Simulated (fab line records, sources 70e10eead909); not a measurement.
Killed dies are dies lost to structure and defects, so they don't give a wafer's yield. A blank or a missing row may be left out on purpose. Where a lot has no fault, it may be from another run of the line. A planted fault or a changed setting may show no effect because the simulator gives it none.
Matching of chambers ; flow nand-harc ; 4 sister chambers for NHARC_A_STAIRCASE_CMP_152 on cmp-04
The step polishes. 8 wafers are shown with their chamber, then 11 later ones without.

## WAFERS, EACH WITH ITS CHAMBER
wafer;chamber;motor-current-A (A);edge-zone-pressure-frac
L080.5;0;10.7;1.000
L085.2;1;13.2;0.999
L088.1;0;11.1;0.984
L089.1;3;9.6;0.993
L091.1;1;12.7;1.008
L091.5;2;12.2;0.988
L091.6;3;10.0;0.993
L093.2;2;12.0;1.004

## WAFERS WHOSE CHAMBER IS MISSING
wafer;motor-current-A (A);edge-zone-pressure-frac
L093.3;10.9;0.996
L093.6;9.9;1.002
L095.2;10.9;1.005
L095.3;12.9;1.007
L095.6;12.6;0.996
L096.3;11.5;0.998
L096.4;10.8;1.001
L096.6;12.7;0.999
L097.1;10.6;0.994
L097.3;12.9;0.999
L097.6;10.6;0.996

## THE CHAMBER EACH PASSED THROUGH
wafer;from the rows above;in truth
L093.3;0;0
L093.6;3;3
L095.2;0;0
L095.3;1;1
L095.6;can't be placed: 1 or 2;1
L096.3;can't be placed: 2 or 0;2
L096.4;0;0
L096.6;can't be placed: 1 or 2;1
L097.1;can't be placed: 0 or 3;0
L097.3;1;1
L097.6;can't be placed: 0 or 3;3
6 of 11 placed correctly. These rows do not allow placing 5 (true chamber among the candidates in 5). Wrongly placed: 0.
How it was worked out, from the rows above alone: a wafer's distance from a chamber is the root of the sum, over the readings, of the square of ((its reading less the chamber's mean) divided by the reading's scatter). The wafer belongs to the nearest chamber; if the next one is less than 2 further off, it can't be placed. Each chamber's mean is taken over the wafers shown for it. The scatter is the square root of a quotient: the sum, over the shown wafers, of each reading's squared deviation from its chamber's mean, divided by wafers minus chambers.
